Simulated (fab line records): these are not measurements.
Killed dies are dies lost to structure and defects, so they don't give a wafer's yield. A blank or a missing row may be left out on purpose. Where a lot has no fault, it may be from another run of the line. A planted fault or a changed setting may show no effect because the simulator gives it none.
Commonality check across tools | flow nand harc | 36 wafers sampled across 12 lots

## WHY THIS WAS OPENED
On 3 of the 12 lots, a flag is raised at NHARC_P_M0_OVL_MEAS_10 on the reading overlay x nm. Fault-free wafers read -0.2 nm, with a standard deviation of 0.69.
Rule: a lot is flagged when every wafer of it that has a number lies more than 4 standard deviations from that mean, or none has a number. The rest of the lots are taken to be sound.

lot  | measured     | on         | overlay x nm (nm), wafer by wafer | flag
L322 | day 6 07:15  | overlay-01 | -1.0 -1.1 -1.3                    |
L323 | day 6 07:31  | overlay-02 | 0.3 0.7 0.6                       |
L324 | day 6 18:54  | overlay-02 | 1.3 1.1 1.0                       |
L327 | day 8 03:01  | overlay-02 | -1.3 -1.3 -1.3                    |
L332 | day 10 13:56 | overlay-02 | 15.1 15.4 16.0                    | FLAGGED
L333 | day 10 18:15 | overlay-02 | 14.5 14.2 14.8                    | FLAGGED
L335 | day 11 13:46 | overlay-02 | 13.8 13.3 13.5                    | FLAGGED
L338 | day 12 22:17 | overlay-01 | 0.5 0.0 0.4                       |
L339 | day 13 03:56 | overlay-01 | -0.3 0.1 -1.1                     |
L340 | day 13 23:16 | overlay-01 | -0.7 -0.7 -0.7                    |
L342 | day 14 12:39 | overlay-01 | 0.3 -0.1 0.0                      |
L344 | day 15 05:39 | overlay-02 | 0.2 0.8 0.2                       |
The numbers of the flagged lots are 14.5 nm on average: +14.7 nm against the usual, or +21 standard deviations.

## EACH LOT AND THE TOOL IT RAN ON
The record holds 1 process step before the reading, out of a route of 1302 steps. Cell contents, in order: the tool; ch with the chambers the sampled wafers went through; the start.
lot  | flag    | NHARC_P_M0_EXPOSE_06
L322 |         | arfi scanner-02 ch 0, day 6 07:01
L323 |         | arfi scanner-01 ch 0, day 6 07:18
L324 |         | arfi scanner-02 ch 0, day 6 18:41
L327 |         | arfi scanner-03 ch 0, day 8 02:47
L332 | FLAGGED | arfi scanner-02 ch 0, day 10 13:43
L333 | FLAGGED | arfi scanner-02 ch 0, day 10 18:01
L335 | FLAGGED | arfi scanner-02 ch 0, day 11 13:31
L338 |         | arfi scanner-03 ch 0, day 12 22:04
L339 |         | arfi scanner-03 ch 0, day 13 03:43
L340 |         | arfi scanner-01 ch 0, day 13 23:03
L342 |         | arfi scanner-03 ch 0, day 14 12:26
L344 |         | arfi scanner-01 ch 0, day 15 05:26
What the steps here do:
- NHARC_P_M0_EXPOSE_06: exposes mask P M0, target cd 90 nm.
- NHARC_P_M0_OVL_MEAS_10: pitch 180 nm.

## FLAGGED AGAINST TOTAL, ONE TOOL AT A TIME (gauges that did the reading follow at the end)
step                   | tool            | lots run | flagged | share of the flagged lots | sound lots run after its first flagged lot
NHARC_P_M0_EXPOSE_06   | arfi scanner-01 | 3        | 0       | none                      | -
NHARC_P_M0_EXPOSE_06   | arfi scanner-02 | 5        | 3       | all                       | 0
NHARC_P_M0_EXPOSE_06   | arfi scanner-03 | 4        | 0       | none                      | -
NHARC_P_M0_OVL_MEAS_10 | overlay-01      | 5        | 0       | none                      | -
NHARC_P_M0_OVL_MEAS_10 | overlay-02      | 7        | 3       | all                       | 1 (L344)

## WHAT THE TABLE PERMITS
Every flagged lot went through 2 rows of the table: arfi scanner-02 at NHARC_P_M0_EXPOSE_06 and overlay-02 at NHARC_P_M0_OVL_MEAS_10.
- arfi scanner-02 at NHARC_P_M0_EXPOSE_06 ran 5 lots, 3 of them flagged. It ran its last sound lot, L324, at day 6 18:41 and its first flagged lot, L332, at day 10 13:43: a fault with its onset between the two fits.
- overlay-02 at NHARC_P_M0_OVL_MEAS_10 ran 7 lots, 3 of them flagged. Sound lots ran on it after the first flagged one (L344), which a lasting fault on the whole tool wouldn't allow.
One tool is left: arfi scanner-02 at NHARC_P_M0_EXPOSE_06.

## WHAT THE SIMULATOR PUT IN
Scanner matching overlay: arfi scanner-02, from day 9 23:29 on, at NHARC_P_M0_EXPOSE_06. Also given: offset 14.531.
Shown lots that were struck: L332, L333, L335. The rule above reached the same finding.
